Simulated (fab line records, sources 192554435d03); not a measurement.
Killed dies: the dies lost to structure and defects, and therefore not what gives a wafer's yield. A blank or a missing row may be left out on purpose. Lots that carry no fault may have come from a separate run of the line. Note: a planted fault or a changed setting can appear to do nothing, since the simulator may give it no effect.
fab line records	flow n5-finfet
record: lots: 24	wafers: 72	last-day: 18
route steps=1938 shown START@1 ZERO_LAYER@16 WELL_APT@31 PMOS_HMC_CHANNEL_EPI@57
lots with no fault: from the same line, run without faults
start-h: hours from the record's first day to the start of the lot's first wafer shown	wait-h: hours since the lot's step before	" identical to the entry in the row above	L1.1+2: one row covering several wafers at once	- no value present, or no start provided	* or withheld: withheld	< > ~ a bound
route shown NAME@n: names a module that has steps shown in the file, with the first one's number in the route	usual: the fault-free wafers' mean and standard deviation	same: alike in all rows	chamber/n: place in a boat	sites: each site's reading	_std_site: their standard deviation	_edge_site: mean of outer sites minus mean of inner sites	radius-mm: how far each site lies from the wafer's centre	mask NAME#n: copy n	behind: the last tool/chamber to shape the wafer	hold: cause of the lot's hold/its duration in hours/its outcome	device: the n, p or np transistor that did not switch	end of line: at the end of the route, the tests of the same wafers	step lacking rows: just its recipe	killed: at the first sort, the dies lost to defects and structure; wafer yield is something else	map: shows each die of a wafer: x if killed, . if not, _ if none is there
set.NAME: the run value of the setting; set.NAME@STEP: its run value at that earlier step	model.NAME: the simulator's own value behind a step, which no gauge read
the route's steps for a sample of lots (tables are steps, rows are wafers)
services: a tool's chamber out of use, with start hour (start-h, from the record's first day; less than 0 if before it), hours out, and reason
== steps ==
step: N5_START_INSPECT_01
recipe: inspect-instrument: unpatterned-scan	mode: incoming
usual: raw-defect-count: 6/3.8
lot.wafer	tool	chamber	start-h	wait-h	raw-defect-count
L074.1	defect-inspect-01	-	12.03	-	5
L074.2	"	-	"	"	6
L074.3	"	-	"	"	3
L075.1	defect-inspect-02	-	18.03	-	6
L075.5	"	-	"	"	6
L075.6	"	-	"	"	6
L076.1	defect-inspect-02	-	24.03	-	5
L076.3	"	-	"	"	5
L076.4	"	-	"	"	5
L077.1	defect-inspect-01	-	30.03	-	3
L077.5	"	-	"	"	8
L077.6	"	-	"	"	3
L078.3	defect-inspect-02	-	36.03	-	8
L078.4	"	-	"	"	4
L078.6	"	-	"	"	6
L079.2	defect-inspect-02	-	42.03	-	6
L079.3	"	-	"	"	8
L079.4	"	-	"	"	4
L080.1	defect-inspect-02	-	48.03	-	2
L080.3	"	-	"	"	2
L080.5	"	-	"	"	3
L081.1	defect-inspect-02	-	54.03	-	6
L081.4	"	-	"	"	8
L081.6	"	-	"	"	5
L082.1	defect-inspect-01	-	60.03	-	4
L082.4	"	-	"	"	3
L082.5	"	-	"	"	4
L083.2	defect-inspect-02	-	66.03	-	4
L083.5	"	-	"	"	10
L083.6	"	-	"	"	24
L084.1	defect-inspect-02	-	72.03	-	4
L084.4	"	-	"	"	10
L084.5	"	-	"	"	5
L085.1	defect-inspect-01	-	78.03	-	6
L085.4	"	-	"	"	9
L085.6	"	-	"	"	5
L086.1	defect-inspect-01	-	84.03	-	6
L086.4	"	-	"	"	6
L086.5	"	-	"	"	6
L087.3	defect-inspect-01	-	90.03	-	12
L087.4	"	-	"	"	9
L087.6	"	-	"	"	6
L088.1	defect-inspect-02	-	96.03	-	5
L088.2	"	-	"	"	6
L088.6	"	-	"	"	8
L089.1	defect-inspect-01	-	102.03	-	7
L089.2	"	-	"	"	3
L089.4	"	-	"	"	2
L090.1	defect-inspect-01	-	108.03	-	5
L090.2	"	-	"	"	4
L090.3	"	-	"	"	4
L091.1	defect-inspect-02	-	114.03	-	5
L091.4	"	-	"	"	10
L091.6	"	-	"	"	4
L092.1	defect-inspect-02	-	120.03	-	8
L092.2	"	-	"	"	6
L092.3	"	-	"	"	4
L093.3	defect-inspect-01	-	126.03	-	8
L093.4	"	-	"	"	6
L093.6	"	-	"	"	4
L094.1	defect-inspect-01	-	132.03	-	9
L094.4	"	-	"	"	3
L094.6	"	-	"	"	4
L095.2	defect-inspect-02	-	138.03	-	3
L095.3	"	-	"	"	5
L095.6	"	-	"	"	5
L096.1	defect-inspect-02	-	144.03	-	5
L096.2	"	-	"	"	2
L096.5	"	-	"	"	9
L097.1	defect-inspect-02	-	150.03	-	3
L097.4	"	-	"	"	5
L097.6	"	-	"	"	7
step: N5_ZERO_LAYER_ETCH_18
recipe: chemistry: HBr/Cl2	target: Si	target-depth-a: 1200	time-s: 40	pressure-mtorr: 10	icp-w: 800	bias-w: 75	HBr_flow_sccm: 150	Cl2_flow_sccm: 80
usual: drypump-motor-current-A: 5.7/0.52	oes-product-au: 1.000/0.019	throttle-valve-pct: 36.21/0.28
lot.wafer	tool	chamber	start-h	wait-h	drypump-motor-current-A	oes-product-au	rf-hours-counter-h	throttle-valve-pct
L074.1	rie-si-01	0	12.79	0.0	5.2	0.981	25	35.64
L074.2	"	1	"	"	5.8	1.024	1	36.22
L074.3	"	2	"	"	6.5	1.024	3	36.43
L075.1	rie-si-01	3	18.79	0.0	5.0	0.997	9	36.27
L075.5	"	2	"	"	6.5	1.034	-	36.43
L075.6	"	1	"	"	5.8	1.030	-	36.24
L076.1	rie-si-06	1	24.79	0.0	5.2	0.975	124	36.23
L076.3	"	2	"	"	6.7	0.995	61	36.55
L076.4	"	1	"	"	5.2	0.979	-	36.24
L077.1	rie-si-03	1	30.91	0.0	6.2	0.986	25	36.34
L077.5	"	0	"	"	5.8	0.986	-	36.09
L077.6	"	1	"	"	6.2	0.987	-	36.34
L078.3	rie-si-06	0	36.81	0.0	5.7	1.014	79	36.60
L078.4	"	1	"	"	5.2	0.981	125	36.23
L078.6	"	3	"	"	5.4	0.987	-	36.63
L079.2	rie-si-01	2	43.16	0.0	6.5	1.019	4	36.44
L079.3	"	1	"	"	5.8	1.031	2	36.24
L079.4	"	0	"	"	5.2	0.980	26	35.68
L080.1	rie-si-03	2	48.91	0.0	6.0	0.998	163	36.04
L080.3	"	3	"	"	5.8	1.010	26	36.01
L080.5	"	1	"	"	6.2	0.984	-	36.34
L081.1	rie-si-01	0	54.91	0.0	5.2	0.985	26	35.65
L081.4	"	1	"	"	5.8	1.032	2	36.25
L081.6	"	3	"	"	5.0	0.995	-	36.30
L082.1	rie-si-03	3	60.80	0.0	5.8	1.012	27	36.01
L082.4	"	2	"	"	6.0	0.992	163	36.05
L082.5	"	0	"	"	5.8	0.992	-	36.07
L083.2	rie-si-01	3	66.79	0.0	5.0	0.999	10	36.29
L083.5	"	0	"	"	5.2	0.976	-	35.66
L083.6	"	1	"	"	5.8	1.020	-	36.23
L084.1	rie-si-03	2	72.91	0.0	6.0	0.992	163	36.04
L084.4	"	0	"	"	5.8	0.988	72	36.08
L084.5	"	1	"	"	6.2	0.983	-	36.37
L085.1	rie-si-01	2	78.98	0.0	6.5	1.019	4	36.42
L085.4	"	0	"	"	5.2	0.980	27	35.66
L085.6	"	1	"	"	5.8	1.025	-	36.24
L086.1	rie-si-03	2	84.91	0.0	6.0	0.992	163	36.03
L086.4	"	0	"	"	5.8	0.981	72	36.08
L086.5	"	1	"	"	6.2	0.987	-	36.34
L087.3	rie-si-03	0	90.94	0.0	5.8	0.987	72	36.08
L087.4	"	2	"	"	6.0	0.993	163	36.03
L087.6	"	3	"	"	5.8	1.018	-	36.02
L088.1	rie-si-06	1	96.81	0.0	5.2	0.975	126	36.23
L088.2	"	3	"	"	5.4	0.970	1	36.64
L088.6	"	0	"	"	5.7	1.012	-	36.61
L089.1	rie-si-01	3	102.79	0.0	5.0	0.990	10	36.29
L089.2	"	2	"	"	6.5	1.033	5	36.43
L089.4	"	1	"	"	5.8	1.025	3	36.23
L090.1	rie-si-01	3	108.79	0.0	5.0	0.987	10	36.29
L090.2	"	0	"	"	5.2	0.988	27	35.66
L090.3	"	1	"	"	5.8	1.027	3	36.24
L091.1	rie-si-01	2	114.91	0.0	6.5	1.034	5	36.44
L091.4	"	0	"	"	5.2	0.985	27	35.64
L091.6	"	3	"	"	5.0	0.995	-	36.28
L092.1	rie-si-01	1	120.79	0.0	5.8	1.031	3	36.22
L092.2	"	2	"	"	6.5	1.030	5	36.43
L092.3	"	3	"	"	5.0	0.991	11	36.28
L093.3	rie-si-03	2	126.79	0.0	6.0	0.991	164	36.03
L093.4	"	3	"	"	5.8	1.010	28	36.01
L093.6	"	0	"	"	5.8	0.996	-	36.09
L094.1	rie-si-06	2	132.87	0.0	6.7	0.993	63	36.52
L094.4	"	0	"	"	5.7	1.017	81	36.60
L094.6	"	1	"	"	5.2	0.978	-	36.23
L095.2	rie-si-01	1	138.91	0.0	5.8	1.021	4	36.23
L095.3	"	3	"	"	5.0	0.991	11	36.29
L095.6	"	2	"	"	6.5	1.027	-	36.43
L096.1	rie-si-01	3	144.91	0.0	5.0	1.000	11	36.28
L096.2	"	0	"	"	5.2	0.983	28	35.64
L096.5	"	3	"	"	5.0	0.990	-	36.28
L097.1	rie-si-06	1	150.91	0.0	5.2	0.977	127	36.23
L097.4	"	2	"	"	6.7	0.991	63	36.53
L097.6	"	0	"	"	5.6	1.008	-	36.59
step: N5_WELL_APT_DESCUM_13
recipe: chemistry: O2	time-s: 7.9	source-power-w: 50	bias-power-w: 20	pressure-mtorr: 20	rf-frequency-hz: 2.712e+07	temp-c: 40	o2-flow-sccm: 225
usual: drypump-motor-current-A: 5.7/0.38	oes-product-au: 0.77/0.079	rf-vpp-V: 243.0/1.5	showerhead-plenum-p-Torr: 2.09/0.077	throttle-valve-pct: 20.51/0.24
lot.wafer	tool	chamber	start-h	wait-h	drypump-motor-current-A	oes-product-au	rf-hours-counter-h	rf-vpp-V	showerhead-plenum-p-Torr	throttle-valve-pct
L074.1	rie-diel-04	3	13.69	0.1	5.7	0.68	249	243.2	1.97	20.81
L074.2	"	0	"	"	5.5	0.96	12	243.4	2.06	20.01
L074.3	"	2	"	"	5.6	0.81	118	246.2	2.18	20.68
L075.1	rie-diel-04	1	19.77	0.0	6.2	0.67	251	240.7	1.96	20.62
L075.5	"	2	"	"	5.6	0.80	-	244.1	2.18	20.66
L075.6	"	3	"	"	5.7	0.68	-	240.8	1.97	20.82
L076.1	rie-diel-03	3	25.65	0.0	5.9	0.80	121	242.7	2.02	20.55
L076.3	"	1	"	"	6.3	0.71	213	243.3	2.07	20.25
L076.4	"	2	"	"	5.5	0.82	94	244.6	2.21	20.77
L077.1	rie-diel-03	2	32.00	0.0	5.5	0.81	95	244.9	2.21	20.77
L077.5	"	3	"	"	5.9	0.80	-	241.2	2.02	20.54
L077.6	"	0	"	"	5.1	0.69	-	242.6	2.06	20.55
L078.3	rie-diel-04	2	37.79	0.0	5.6	0.80	125	244.6	2.18	20.67
L078.4	"	3	"	"	5.6	0.68	-	242.2	1.97	20.82
L078.6	"	0	"	"	5.5	0.95	-	242.1	2.06	20.04
L079.2	rie-diel-04	3	44.34	0.0	5.6	0.68	260	239.4	1.97	20.84
L079.3	"	0	"	"	5.5	0.95	20	242.0	2.06	20.03
L079.4	"	2	"	"	5.6	0.79	-	244.2	2.17	20.68
L080.1	rie-diel-03	1	50.02	0.3	6.4	0.70	221	242.6	2.06	20.27
L080.3	"	2	"	"	5.5	0.81	101	244.6	2.21	20.78
L080.5	"	1	"	"	6.4	0.70	-	244.2	2.06	20.27
L081.1	rie-diel-04	2	55.89	0.2	5.6	0.80	133	245.1	2.17	20.70
L081.4	"	2	"	"	5.6	0.80	-	245.0	2.17	20.68
L081.6	"	1	"	"	6.2	0.95	-	245.1	2.22	20.25
L082.1	rie-diel-04	1	61.78	0.0	6.1	0.93	8	245.9	2.22	20.26
L082.4	"	2	"	"	5.6	0.79	-	243.6	2.17	20.70
L082.5	"	1	"	"	6.2	0.93	-	245.3	2.22	20.26
L083.2	rie-diel-03	1	68.23	0.5	6.3	0.70	226	243.1	2.06	20.28
L083.5	"	0	"	"	5.1	0.69	-	242.2	2.06	20.56
L083.6	"	1	"	"	6.3	0.69	-	242.7	2.06	20.29
L084.1	rie-diel-03	1	74.39	0.5	6.3	0.70	228	243.5	2.06	20.27
L084.4	"	2	"	"	5.5	0.80	-	244.3	2.21	20.79
L084.5	"	1	"	"	6.4	0.70	-	241.7	2.06	20.28
L085.1	rie-diel-03	0	80.14	0.3	5.1	0.69	231	242.8	2.06	20.58
L085.4	"	0	"	"	5.1	0.69	-	243.4	2.06	20.58
L085.6	"	2	"	"	5.5	0.79	-	244.9	2.20	20.79
L086.1	rie-diel-03	0	85.77	0.0	5.1	0.69	233	242.8	2.06	20.58
L086.4	"	3	"	"	5.9	0.79	131	241.6	2.01	20.55
L086.5	"	0	"	"	5.1	0.68	-	241.9	2.06	20.58
L087.3	rie-diel-01	1	92.00	0.2	6.0	0.71	201	243.5	2.08	20.49
L087.4	"	3	"	"	5.7	0.81	92	240.2	2.03	20.59
L087.6	"	3	"	"	5.7	0.80	-	241.0	2.03	20.58
L088.1	rie-diel-04	2	97.81	0.0	5.6	0.77	150	245.4	2.17	20.71
L088.2	"	0	"	"	5.5	0.90	42	242.8	2.05	20.06
L088.6	"	2	"	"	5.6	0.78	-	243.8	2.17	20.71
L089.1	rie-diel-01	1	103.83	0.2	6.0	0.70	205	243.2	2.08	20.48
L089.2	"	0	"	"	6.1	0.85	74	242.3	2.04	20.12
L089.4	"	2	"	"	6.2	0.72	180	242.4	2.09	20.34
L090.1	rie-diel-03	2	109.65	0.0	5.5	0.79	120	245.0	2.20	20.81
L090.2	"	1	"	"	6.3	0.69	241	242.2	2.06	20.32
L090.3	"	3	"	"	5.9	0.78	139	241.1	2.01	20.57
L091.1	rie-diel-01	3	115.92	0.0	5.7	0.79	99	241.5	2.02	20.62
L091.4	"	0	"	"	6.0	0.84	77	243.1	2.04	20.12
L091.6	"	3	"	"	5.7	0.79	-	242.3	2.03	20.60
L092.1	rie-diel-01	1	121.84	0.1	6.0	0.69	210	243.1	2.08	20.49
L092.2	"	0	"	"	6.0	0.85	79	240.9	2.04	20.12
L092.3	"	2	"	"	6.2	0.73	186	242.6	2.09	20.33
L093.3	rie-diel-03	2	127.71	0.1	5.5	0.78	126	244.2	2.20	20.82
L093.4	"	0	"	"	5.1	0.67	246	242.3	2.05	20.59
L093.6	"	2	"	"	5.5	0.78	-	242.5	2.20	20.81
L094.1	rie-diel-01	2	133.73	0.0	6.2	0.72	189	242.8	2.09	20.36
L094.4	"	0	"	"	6.1	0.83	83	242.6	2.04	20.12
L094.6	"	0	"	"	6.1	0.84	-	243.1	2.04	20.14
L095.2	rie-diel-01	2	140.13	0.3	6.2	0.72	191	241.5	2.09	20.34
L095.3	"	0	"	"	6.1	0.83	84	242.5	2.03	20.13
L095.6	"	3	"	"	5.7	0.79	-	240.6	2.02	20.61
L096.1	rie-diel-03	2	145.90	0.0	5.5	0.78	133	244.7	2.20	20.81
L096.2	"	3	"	"	5.9	0.78	152	242.1	2.01	20.59
L096.5	"	0	"	"	5.1	0.67	-	243.6	2.05	20.64
L097.1	rie-diel-03	2	151.97	0.2	5.5	0.78	135	244.4	2.19	20.82
L097.4	"	2	"	"	5.5	0.77	-	245.1	2.20	20.80
L097.6	"	0	"	"	5.1	0.67	-	242.6	2.05	20.60
step: N5_WELL_APT_OVL_MEAS_26
recipe: points-per-wafer: 44
usual: PWELL_OVL: -1/5.7
same: points-per-wafer: 44
lot.wafer	tool	chamber	start-h	wait-h	PWELL_OVL[nm]
L074.1	overlay-01	0	14.88	0.0	-2
L074.2	"	0	"	"	-1
L074.3	"	0	"	"	-2
L075.1	overlay-01	0	20.98	0.0	-1
L075.5	"	0	"	"	-1
L075.6	"	0	"	"	-5
L076.1	overlay-02	0	26.84	0.0	-3
L076.3	"	0	"	"	-2
L076.4	"	0	"	"	-5
L077.1	overlay-02	0	33.06	0.0	-10
L077.5	"	0	"	"	-1
L077.6	"	0	"	"	-6
L078.3	overlay-02	0	38.88	0.0	-4
L078.4	"	0	"	"	1
L078.6	"	0	"	"	-6
L079.2	overlay-01	0	45.42	0.0	1
L079.3	"	0	"	"	-2
L079.4	"	0	"	"	-5
L080.1	overlay-02	0	51.10	0.0	-4
L080.3	"	0	"	"	-7
L080.5	"	0	"	"	-7
L081.1	overlay-02	0	57.08	0.0	-8
L081.4	"	0	"	"	-5
L081.6	"	0	"	"	-7
L082.1	overlay-01	0	62.84	0.0	7
L082.4	"	0	"	"	10
L082.5	"	0	"	"	16
L083.2	overlay-02	0	69.29	0.0	7
L083.5	"	0	"	"	7
L083.6	"	0	"	"	4
L084.1	overlay-01	0	75.45	0.0	1
L084.4	"	0	"	"	-2
L084.5	"	0	"	"	-6
L085.1	overlay-02	0	81.23	0.0	-2
L085.4	"	0	"	"	5
L085.6	"	0	"	"	5
L086.1	overlay-02	0	86.85	0.0	0
L086.4	"	0	"	"	6
L086.5	"	0	"	"	8
L087.3	overlay-02	0	93.07	0.0	4
L087.4	"	0	"	"	8
L087.6	"	0	"	"	1
L088.1	overlay-01	0	98.87	0.0	1
L088.2	"	0	"	"	-2
L088.6	"	0	"	"	5
L089.1	overlay-01	0	104.93	0.0	8
L089.2	"	0	"	"	2
L089.4	"	0	"	"	1
L090.1	overlay-01	0	110.83	0.0	0
L090.2	"	0	"	"	-6
L090.3	"	0	"	"	-6
L091.1	overlay-02	0	116.98	0.0	-11
L091.4	"	0	"	"	-15
L091.6	"	0	"	"	-9
L092.1	overlay-01	0	123.03	0.0	7
L092.2	"	0	"	"	6
L092.3	"	0	"	"	1
L093.3	overlay-02	0	128.79	0.0	-1
L093.4	"	0	"	"	2
L093.6	"	0	"	"	-8
L094.1	overlay-02	0	134.92	0.0	4
L094.4	"	0	"	"	1
L094.6	"	0	"	"	3
L095.2	overlay-02	0	141.35	0.0	-5
L095.3	"	0	"	"	-6
L095.6	"	0	"	"	-5
L096.1	overlay-01	0	147.08	0.0	4
L096.2	"	0	"	"	0
L096.5	"	0	"	"	4
L097.1	overlay-01	0	153.10	0.0	-4
L097.4	"	0	"	"	0
L097.6	"	0	"	"	-2
step: N5_PMOS_HMC_CHANNEL_EPI_HM_DEP_34
recipe: material: SiO2	target-thk-a: 360	temp-c: 400	precursor: TEOS/O2	pressure-torr: 6.5	rf-w: 900	teos-flow-sccm: 161.4	gas: O2	flow-sccm: 2650	time-s: 6.9
usual: heater-power-w: 563/110	showerhead-plenum-p-Torr: 8.333/0.026	throttle-valve-pct: 18.8/1.2
lot.wafer	tool	chamber	start-h	wait-h	heater-power-w	showerhead-plenum-p-Torr	throttle-valve-pct
L074.1	pecvd-04	2	16.62	0.0	458	8.321	17.6
L074.2	"	1	"	"	690	8.356	17.8
L074.3	"	0	"	"	624	8.356	21.1
L075.1	pecvd-02	1	22.74	0.0	446	8.314	19.2
L075.5	"	1	"	"	461	8.312	19.4
L075.6	"	0	"	"	549	8.317	20.1
L076.1	pecvd-01	2	28.58	0.0	814	8.337	17.5
L076.3	"	0	"	"	516	8.336	17.6
L076.4	"	0	"	"	514	8.333	18.1
L077.1	pecvd-01	2	34.79	0.0	768	8.327	17.5
L077.5	"	0	"	"	484	8.353	18.2
L077.6	"	2	"	"	780	8.342	17.6
L078.3	pecvd-02	0	40.68	0.0	513	8.323	20.5
L078.4	"	1	"	"	491	8.316	19.3
L078.6	"	0	"	"	511	8.308	20.5
L079.2	pecvd-01	2	47.59	0.0	678	8.319	17.8
L079.3	"	0	"	"	535	8.350	18.2
L079.4	"	1	"	"	597	8.354	19.2
L080.1	pecvd-01	1	53.46	0.0	471	8.354	18.9
L080.3	"	0	"	"	557	8.324	18.0
L080.5	"	1	"	"	491	8.366	19.0
L081.1	pecvd-01	2	59.12	0.0	687	8.333	17.6
L081.4	"	2	"	"	697	8.317	17.7
L081.6	"	0	"	"	528	8.333	18.2
L082.1	pecvd-02	2	64.65	0.0	427	8.335	18.4
L082.4	"	1	"	"	593	8.302	19.1
L082.5	"	0	"	"	556	8.316	20.5
L083.2	pecvd-04	1	71.05	0.0	688	8.359	17.8
L083.5	"	1	"	"	686	8.370	17.9
L083.6	"	2	"	"	518	8.284	17.8
L084.1	pecvd-01	2	77.36	0.0	868	8.323	17.8
L084.4	"	0	"	"	473	8.325	18.1
L084.5	"	2	"	"	866	8.341	17.8
L085.1	pecvd-04	0	83.56	0.0	565	8.355	20.8
L085.4	"	2	"	"	477	8.304	17.9
L085.6	"	0	"	"	566	8.338	21.0
L086.1	pecvd-04	2	88.78	0.0	443	8.305	17.8
L086.4	"	2	"	"	441	8.301	17.8
L086.5	"	1	"	"	587	8.382	17.7
L087.3	pecvd-02	0	95.26	0.0	433	8.302	20.8
L087.4	"	1	"	"	502	8.303	19.3
L087.6	"	0	"	"	440	8.294	20.6
L088.1	pecvd-01	2	100.64	0.0	844	8.318	17.5
L088.2	"	0	"	"	560	8.335	18.2
L088.6	"	0	"	"	566	8.350	18.3
L089.1	pecvd-01	1	106.67	0.0	575	8.372	18.9
L089.2	"	0	"	"	465	8.355	18.1
L089.4	"	0	"	"	462	8.333	18.4
L090.1	pecvd-01	0	112.57	0.0	534	8.333	18.3
L090.2	"	1	"	"	517	8.361	19.0
L090.3	"	2	"	"	864	8.350	17.8
L091.1	pecvd-04	1	118.74	0.0	641	8.346	18.0
L091.4	"	0	"	"	486	8.343	21.1
L091.6	"	2	"	"	523	8.295	17.7
L092.1	pecvd-02	2	124.84	0.0	515	8.350	18.7
L092.2	"	1	"	"	503	8.317	19.5
L092.3	"	0	"	"	555	8.308	20.6
L093.3	pecvd-02	2	130.55	0.0	539	8.323	18.4
L093.4	"	0	"	"	509	8.325	20.5
L093.6	"	2	"	"	539	8.350	18.6
L094.1	pecvd-01	2	136.68	0.0	776	8.344	18.0
L094.4	"	2	"	"	783	8.352	17.8
L094.6	"	0	"	"	462	8.324	18.0
L095.2	pecvd-02	1	143.38	0.0	494	8.286	19.5
L095.3	"	2	"	"	477	8.330	18.4
L095.6	"	0	"	"	538	8.314	20.6
L096.1	pecvd-04	0	148.84	0.0	546	8.343	20.9
L096.2	"	1	"	"	641	8.353	17.8
L096.5	"	0	"	"	560	8.355	21.0
L097.1	pecvd-04	1	155.24	0.0	620	8.343	17.8
L097.4	"	2	"	"	510	8.316	17.9
L097.6	"	1	"	"	613	8.344	17.7
step: N5_PMOS_HMC_CHANNEL_EPI_DESCUM_14
recipe: chemistry: O2	time-s: 7.9	source-power-w: 50	bias-power-w: 20	pressure-mtorr: 20	rf-frequency-hz: 2.712e+07	temp-c: 40	resist: CAR-ArF-block	o2-flow-sccm: 225
usual: drypump-motor-current-A: 5.7/0.35	oes-product-au: 0.77/0.073	rf-vpp-V: 243.2/1.5	showerhead-plenum-p-Torr: 2.09/0.078	throttle-valve-pct: 20.45/0.22
lot.wafer	tool	chamber	start-h	wait-h	drypump-motor-current-A	oes-product-au	rf-hours-counter-h	rf-vpp-V	showerhead-plenum-p-Torr	throttle-valve-pct
L074.1	rie-diel-02	3	17.12	0.0	5.5	0.79	112	243.5	2.10	20.47
L074.2	"	2	"	"	5.5	0.84	64	242.3	2.04	20.26
L074.3	"	1	"	"	6.4	0.85	53	246.0	2.22	20.73
L075.1	rie-diel-05	2	23.12	0.0	6.0	0.75	156	246.1	2.18	20.16
L075.5	"	2	"	"	6.0	0.75	-	244.6	2.18	20.16
L075.6	"	1	"	"	5.2	0.71	-	242.3	2.06	20.63
L076.1	rie-diel-06	1	29.07	0.0	5.9	0.80	91	241.2	1.96	20.85
L076.3	"	0	"	"	5.8	0.85	63	244.4	2.21	20.39
L076.4	"	3	"	"	5.3	0.71	222	241.2	1.98	20.28
L077.1	rie-diel-05	0	35.28	0.0	6.1	0.77	124	243.6	2.10	20.30
L077.5	"	0	"	"	6.2	0.77	-	243.9	2.10	20.29
L077.6	"	1	"	"	5.2	0.70	-	243.7	2.06	20.63
L078.3	rie-diel-05	2	41.18	0.0	6.0	0.74	161	244.7	2.18	20.16
L078.4	"	0	"	"	6.2	0.76	125	243.6	2.10	20.30
L078.6	"	2	"	"	6.0	0.74	-	244.5	2.18	20.16
L079.2	rie-diel-05	2	47.96	0.0	6.0	0.74	164	244.7	2.18	20.17
L079.3	"	3	"	"	5.6	0.70	231	242.9	2.06	20.50
L079.4	"	1	"	"	5.2	0.70	241	242.3	2.05	20.64
L080.1	rie-diel-05	1	53.83	0.0	5.2	0.69	243	241.9	2.05	20.64
L080.3	"	0	"	"	6.2	0.76	129	243.7	2.09	20.31
L080.5	"	1	"	"	5.2	0.69	-	243.6	2.05	20.64
L081.1	rie-diel-06	0	59.61	0.0	5.7	0.85	71	245.7	2.20	20.38
L081.4	"	1	"	"	5.9	0.80	99	241.4	1.95	20.87
L081.6	"	1	"	"	5.9	0.80	-	240.0	1.95	20.88
L082.1	rie-diel-02	0	65.15	0.0	5.4	0.72	201	244.2	2.16	20.37
L082.4	"	3	"	"	5.5	0.79	124	244.7	2.10	20.48
L082.5	"	2	"	"	5.5	0.83	-	241.7	2.03	20.26
L083.2	rie-diel-06	3	71.65	0.1	5.3	0.70	233	242.0	1.98	20.29
L083.5	"	0	"	"	5.7	0.85	-	245.7	2.20	20.39
L083.6	"	1	"	"	5.9	0.80	-	240.4	1.95	20.90
L084.1	rie-diel-05	0	77.73	0.0	6.1	0.76	132	243.5	2.09	20.32
L084.4	"	3	"	"	5.6	0.69	-	243.6	2.06	20.52
L084.5	"	0	"	"	6.1	0.76	-	243.2	2.09	20.32
L085.1	rie-diel-02	2	84.06	0.0	5.5	0.82	80	243.1	2.03	20.26
L085.4	"	0	"	"	5.4	0.72	208	244.6	2.16	20.36
L085.6	"	2	"	"	5.5	0.83	-	242.2	2.03	20.28
L086.1	rie-diel-06	1	89.27	0.0	5.9	0.79	108	240.3	1.95	20.89
L086.4	"	0	"	"	5.7	0.84	80	244.1	2.20	20.41
L086.5	"	2	"	"	5.9	0.75	-	241.8	2.02	20.74
L087.3	rie-diel-02	0	95.75	0.0	5.4	0.72	211	244.3	2.15	20.38
L087.4	"	2	"	"	5.5	0.81	84	241.9	2.03	20.29
L087.6	"	3	"	"	5.4	0.78	-	242.2	2.10	20.48
L088.1	rie-diel-05	0	101.23	0.1	6.2	0.74	140	245.3	2.09	20.33
L088.2	"	2	"	"	6.0	0.72	181	244.3	2.17	20.21
L088.6	"	3	"	"	5.6	0.68	-	243.7	2.05	20.53
L089.1	rie-diel-06	2	107.18	0.0	5.9	0.75	142	242.8	2.01	20.77
L089.2	"	0	"	"	5.7	0.83	86	244.0	2.20	20.42
L089.4	"	0	"	"	5.7	0.83	-	243.5	2.20	20.41
L090.1	rie-diel-02	2	113.06	0.0	5.5	0.80	90	241.7	2.03	20.29
L090.2	"	3	"	"	5.4	0.76	138	243.6	2.09	20.50
L090.3	"	1	"	"	6.3	0.81	79	243.2	2.21	20.76
L091.1	rie-diel-02	0	119.23	0.0	5.4	0.71	219	244.7	2.15	20.39
L091.4	"	1	"	"	6.3	0.81	81	244.4	2.21	20.77
L091.6	"	0	"	"	5.4	0.71	-	245.1	2.15	20.39
L092.1	rie-diel-05	0	125.33	0.0	6.2	0.74	148	243.8	2.09	20.34
L092.2	"	1	"	"	5.2	0.92	10	242.5	2.05	20.30
L092.3	"	2	"	"	6.0	0.72	190	244.5	2.17	20.20
L093.3	rie-diel-05	1	130.92	0.0	5.2	0.91	12	243.5	2.05	20.30
L093.4	"	2	"	"	6.0	0.72	192	244.1	2.17	20.21
L093.6	"	3	"	"	5.6	1.00	-	242.8	2.05	20.19
L094.1	rie-diel-05	2	137.06	0.0	6.0	0.72	193	244.5	2.16	20.21
L094.4	"	0	"	"	6.1	0.75	151	242.8	2.09	20.35
L094.6	"	2	"	"	6.0	0.72	-	244.6	2.16	20.21
L095.2	rie-diel-06	2	143.75	0.0	5.8	0.74	151	242.2	2.01	20.76
L095.3	"	1	"	"	5.9	0.77	123	241.4	1.95	20.91
L095.6	"	3	"	"	5.3	0.68	-	241.0	1.97	20.32
L096.1	rie-diel-02	2	149.33	0.0	5.5	0.79	100	241.9	2.03	20.30
L096.2	"	1	"	"	6.3	0.80	91	243.9	2.21	20.78
L096.5	"	2	"	"	5.5	0.78	-	241.5	2.03	20.30
L097.1	rie-diel-05	3	155.83	0.3	5.6	0.97	7	242.5	2.05	20.21
L097.4	"	2	"	"	6.0	0.72	198	244.7	2.16	20.21
L097.6	"	3	"	"	5.6	0.96	-	243.4	2.05	20.20
== services ==
tool	chamber	start-h	hours	kind
rie-diel-05	0	-9.75	15.0	repair
rie-diel-04	2	-9.59	4.5	repair
rie-diel-02	2	12.84	2.6	repair
rie-diel-04	0	14.69	8.9	repair
rie-diel-02	1	36.31	3.8	repair
rie-diel-04	-	37.53	0.2	repair
pecvd-04	-	43.47	2.3	repair
pecvd-02	-	44.64	0.8	repair
rie-diel-02	-	56.32	2.8	pm
rie-diel-05	0	56.42	14.8	repair
rie-diel-01	3	63.15	7.3	repair
rie-diel-03	3	64.49	20.8	repair
rie-diel-05	1	74.20	-	clean
rie-diel-05	1	74.20	-	consumable-replace:focus-ring
rie-diel-05	1	74.20	19.4	scheduled-down
rie-diel-03	2	88.25	5.0	repair
pecvd-02	-	100.50	1.7	repair
rie-diel-06	3	106.80	1.2	repair
rie-diel-06	-	110.12	0.7	repair
pecvd-04	-	130.61	2.8	pm
pecvd-01	-	131.39	2.0	repair
pecvd-02	-	146.23	95.5	repair
rie-diel-06	0	151.75	8.8	repair
rie-diel-04	1	154.12	31.9	repair
== key ==
fault none
